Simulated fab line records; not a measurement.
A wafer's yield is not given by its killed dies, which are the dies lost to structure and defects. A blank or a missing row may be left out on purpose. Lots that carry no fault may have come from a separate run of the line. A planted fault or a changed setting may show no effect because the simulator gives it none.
The tool behind it: which one? | flow n5 finfet | 10 lots, 28 wafers sampled, at 5 steps of a route of 1938

== WHAT EACH GAUGE READ, for each wafer ==
N5_MOL_CONTACT_COAG_CD_MEAS_08: the cd target is 28 nm. Usual: cd nm reads 28.06 nm (standard deviation 0.27).
lot  | measured     | on        | cd nm (nm)        | flag
L222 | day 4 23:51  | cd sem-03 | 27.83 27.95 27.74 |
L224 | day 5 10:52  | cd sem-01 | 27.82 27.95 27.87 |
L225 | day 5 15:01  | cd sem-01 | 27.91 27.67 27.84 |
L234 | day 7 22:37  | cd sem-01 | 28.51 28.41 27.83 |
L236 | day 8 08:03  | cd sem-03 | 28.37 28.50 28.34 |
L237 | day 8 14:25  | cd sem-02 | 28.48 28.03       |
L239 | day 9 03:25  | cd sem-03 | 27.68 27.82       |
L238 | day 9 05:57  | cd sem-02 | 27.84 27.99 27.78 |
L242 | day 9 22:52  | cd sem-01 | 27.82 27.80 28.16 |
L243 | day 10 10:29 | cd sem-03 | 28.35 28.18 28.47 |

N5_BEOL_M4_RC_MEAS_101. Usual: DIBL_N 37.1 mV/V, standard deviation 2.4; DIBL_P 37 mV/V, standard deviation 3; IOFF_N 0.18 nA/um, standard deviation 0.053; IOFF_P 0.21 nA/um, standard deviation 0.05; ION_N 674 uA/um, standard deviation 14; ION_P 459 uA/um, standard deviation 9.2; SS_N 72.1 mV/dec, standard deviation 0.9; SS_P 73.4 mV/dec, standard deviation 0.89; VT_N 250 mV, standard deviation 3.8; VT_P -251 mV, standard deviation 3.7.
lot  | measured     | on        | DIBL_N (mV/V)  | DIBL_P (mV/V) | IOFF_N (nA/um) | IOFF_P (nA/um) | ION_N (uA/um) | ION_P (uA/um) | SS_N (mV/dec)  | SS_P (mV/dec)  | VT_N (mV)   | VT_P (mV)      | flag
L222 | day 8 14:59  | prober-01 | 39.5 36.7 34.4 | 40 37 33      | 0.21 0.15 0.13 | 0.29 0.22 0.17 | 680 671 654   | 466 461 450   | 72.7 71.6 71.9 | 74.0 73.3 71.9 | 248 251 255 | -246 -251 -253 |
L224 | day 9 13:48  | prober-01 | 37.7 36.7 37.9 | 39 37 38      | 0.20 0.19 0.20 | 0.25 0.23 0.23 | 688 681 664   | 467 464 453   | 71.6 72.0 73.0 | 73.7 72.7 73.8 | 248 245 247 | -248 -248 -248 |
L225 | day 9 08:38  | prober-01 | 35.0 34.1 36.0 | 34 32 35      | 0.13 0.12 0.14 | 0.16 0.14 0.17 | 664 652 664   | 455 445 453   | 71.5 71.4 71.1 | 73.0 72.2 72.8 | 253 256 255 | -251 -257 -255 |
L234 | day 11 17:23 | prober-01 | 36.5 35.9 35.7 | 37 36 37      | 0.16 0.17 0.17 | 0.22 0.22 0.23 | 682 676 678   | 466 465 473   | 73.1 71.8 71.9 | 73.8 73.9 73.6 | 251 247 250 | -248 -249 -249 |
L236 | day 12 13:16 | prober-01 | 44.3 36.7 38.2 | 45 35 38      | 0.39 0.17 0.19 | 0.41 0.20 0.24 | 708 664 671   | 473 453 458   | 74.5 71.5 71.8 | 75.2 73.1 73.4 | 243 250 249 | -240 -250 -250 |
L237 | day 12 10:15 | prober-02 | 39.8 37.4      | 40 37         | 0.20 0.15      | 0.25 0.21      | 685 666       | 468 458       | 72.8 71.4      | 74.7 73.0      | 248 251     | -247 -250      |
L239 | day 12 16:34 | prober-01 | 40.9 36.4      | 42 37         | 0.28 0.15      | 0.33 0.21      | 695 671       | 474 462       | 72.6 72.2      | 74.0 72.9      | 242 250     | -243 -249      |
L238 | day 12 18:37 | prober-02 | 32.8 36.2 34.8 | 32 36 32      | 0.11 0.17 0.13 | 0.16 0.23 0.18 | 661 673 665   | 456 466 460   | 70.1 71.6 71.4 | 71.6 73.3 72.0 | 256 248 254 | -254 -248 -251 |
L242 | day 13 21:18 | prober-02 | 32.5 36.1 37.3 | 33 37 39      | 0.12 0.17 0.21 | 0.14 0.18 0.22 | 665 690 697   | 453 459 464   | 71.2 71.7 72.5 | 72.1 72.8 74.6 | 252 249 244 | -255 -255 -252 |
L243 | day 13 21:37 | prober-01 | 36.6 34.7 34.5 | 37 35 35      | 0.17 0.14 0.14 | 0.18 0.16 0.16 | 682 665 670   | 459 446 458   | 72.2 71.2 70.7 | 72.7 73.3 73.3 | 251 251 252 | -256 -255 -258 |

== WHAT TOOL EACH LOT RAN ON (gives the tool, then ch and the chambers of the sampled wafers, and finally the start) ==
lot  | N5_GATE_CUT_CMP_02           | N5_GATE_CUT_STRIP_41               | N5_GATE_CUT_ALD_22
L222 | cmp-03 ch 2,3, day 4 19:23   | rie diel-04 ch 0,3, day 4 20:25    | ald sin-04 ch 1,3, day 4 21:01
L224 | cmp-03 ch 1,3, day 5 06:27   | rie diel-04 ch 0,1,3, day 5 07:26  | ald sin-04 ch 1,2,3, day 5 08:03
L225 | cmp-03 ch 0,3, day 5 10:29   | rie diel-01 ch 1,3, day 5 11:35    | ald sin-04 ch 1,2,3, day 5 12:12
L234 | cmp-01 ch 1,3, day 7 17:39   | rie diel-04 ch 1,2,3, day 7 18:55  | ald sin-03 ch 1,3, day 7 19:32
L236 | cmp-03 ch 0,2, day 8 03:27   | rie diel-04 ch 0,1,2, day 8 04:37  | ald sin-03 ch 0,3, day 8 05:14
L237 | cmp-03 ch 1,3, day 8 09:45   | rie diel-01 ch 1,3, day 8 10:49    | ald sin-01 ch 3, day 8 11:28
L239 | cmp-04 ch 0,1, day 8 22:33   | rie diel-03 ch 2,3, day 8 23:34    | ald sin-04 ch 1,3, day 9 00:20
L238 | cmp-01 ch 1,2,3, day 9 01:12 | rie diel-03 ch 0,2,3, day 9 02:19  | ald sin-04 ch 0,2, day 9 02:56
L242 | cmp-01 ch 1,2,3, day 9 18:06 | rie diel-01 ch 1,2,3, day 9 19:10  | ald sin-04 ch 0,1,3, day 9 19:49
L243 | cmp-01 ch 2,3, day 10 05:23  | rie diel-01 ch 0,2,3, day 10 06:32 | ald sin-04 ch 1,2, day 10 07:40
- N5_GATE_CUT_CMP_02: polishes, stops on SiO2, t overpolish 12.7 s, target thk 0 nm.
- N5_GATE_CUT_STRIP_41: strips in CF4.
- N5_GATE_CUT_ALD_22: deposits SiNx, target thk 16 nm, pulse time 1 s, ald cycles 320.

== AS READ BY THE TOOLS THEMSELVES (means over the sampled wafers that have a number; for cases with no such wafer, the mark the record gives instead) ==
N5_GATE_CUT_CMP_02. Usual: motor current A 9.1 A, standard deviation 0.92; overpolish run s 12.700 s, standard deviation 0.0082; time to endpoint s 27.4 s, standard deviation 2.9.
lot  | tool   | motor current A (A) | overpolish run s (s) | time to endpoint s (s) | flag
L222 | cmp-03 | 8.7                 | 12.699               | 27.9                   |
L224 | cmp-03 | 8.5                 | 12.706               | 26.8                   |
L225 | cmp-03 | 9.4                 | 12.705               | 27.9                   |
L234 | cmp-01 | 8.9                 | 12.705               | 26.2                   |
L236 | cmp-03 | 9.0                 | 12.703               | 27.9                   |
L237 | cmp-03 | 8.7                 | 12.705               | 27.3                   |
L239 | cmp-04 | 8.6                 | 12.704               | 26.0                   |
L238 | cmp-01 | 9.3                 | 12.701               | 28.7                   |
L242 | cmp-01 | 9.9                 | 12.701               | 26.2                   |
L243 | cmp-01 | 9.8                 | 12.695               | 27.2                   |

N5_GATE_CUT_STRIP_41. Usual: drypump motor current A 5.7 A, standard deviation 0.31; oes product au 0.184 a.u., standard deviation 0.015; rf vpp V 271.0 V, standard deviation 1.4; showerhead plenum p Torr 1.80 Torr, standard deviation 0.053; throttle valve pct 13.57 %, standard deviation 0.22.
lot  | tool        | drypump motor current A (A) | oes product au (a.u.) | rf vpp V (V) | showerhead plenum p Torr (Torr) | throttle valve pct (%) | flag
L222 | rie diel-04 | 5.2                         | 0.191                 | 272.2        | 1.82                            | 13.39                  |
L224 | rie diel-04 | 5.5                         | 0.200                 | 271.2        | 1.80                            | 13.38                  |
L225 | rie diel-01 | 5.8                         | 0.181                 | 269.7        | 1.73                            | 13.71                  |
L234 | rie diel-04 | 5.6                         | 0.185                 | 269.3        | 1.76                            | 13.48                  |
L236 | rie diel-04 | 5.8                         | 0.183                 | 271.0        | 1.76                            | 13.59                  |
L237 | rie diel-01 | 5.8                         | 0.171                 | 269.0        | 1.73                            | 13.77                  |
L239 | rie diel-03 | 5.8                         | 0.166                 | 271.7        | 1.82                            | 13.85                  |
L238 | rie diel-03 | 5.8                         | 0.174                 | 272.6        | 1.84                            | 13.79                  |
L242 | rie diel-01 | 6.0                         | 0.170                 | 270.5        | 1.77                            | 13.73                  |
L243 | rie diel-01 | 5.9                         | 0.180                 | 271.3        | 1.80                            | 13.61                  |

N5_GATE_CUT_ALD_22. Usual: heater power outer w 522 W, standard deviation 55; heater power w 860 W, standard deviation 66; precursor pulse height rel 0.999, standard deviation 0.019.
lot  | tool       | heater power outer w (W) | heater power w (W) | precursor pulse height rel | flag
L222 | ald sin-04 | 516                      | 875                | 1.004                      |
L224 | ald sin-04 | 498                      | 825                | 1.003                      |
L225 | ald sin-04 | 502                      | 833                | 0.989                      |
L234 | ald sin-03 | 506                      | 831                | 0.987                      |
L236 | ald sin-03 | 485                      | 811                | 1.018                      |
L237 | ald sin-01 | 648                      | 949                | 1.001                      |
L239 | ald sin-04 | 516                      | 882                | 1.042                      |
L238 | ald sin-04 | 485                      | 798                | 1.008                      |
L242 | ald sin-04 | 511                      | 852                | 1.002                      |
L243 | ald sin-04 | 494                      | 823                | 1.007                      |

== THE ANSWER, worked out from the rows above alone ==
Rule: a lot counts as off when the mean over its wafers that have a number is more than 3 standard deviations away from the usual mean. A lot without any number at a reading at which 4 lots or more have one is off too. The other lots that the step has rows for count as sound. The gauges are gone through in route order, then the tools' own readings, and for those a lot's mean is taken as printed above. The first step at which some lot is off is used, and at that step the reading that is off furthest; a lot without a number counts as furthest.
None of the lots is off at any reading shown; this tells nothing.

== WHAT WAS PUT IN BY THE SIMULATOR ==
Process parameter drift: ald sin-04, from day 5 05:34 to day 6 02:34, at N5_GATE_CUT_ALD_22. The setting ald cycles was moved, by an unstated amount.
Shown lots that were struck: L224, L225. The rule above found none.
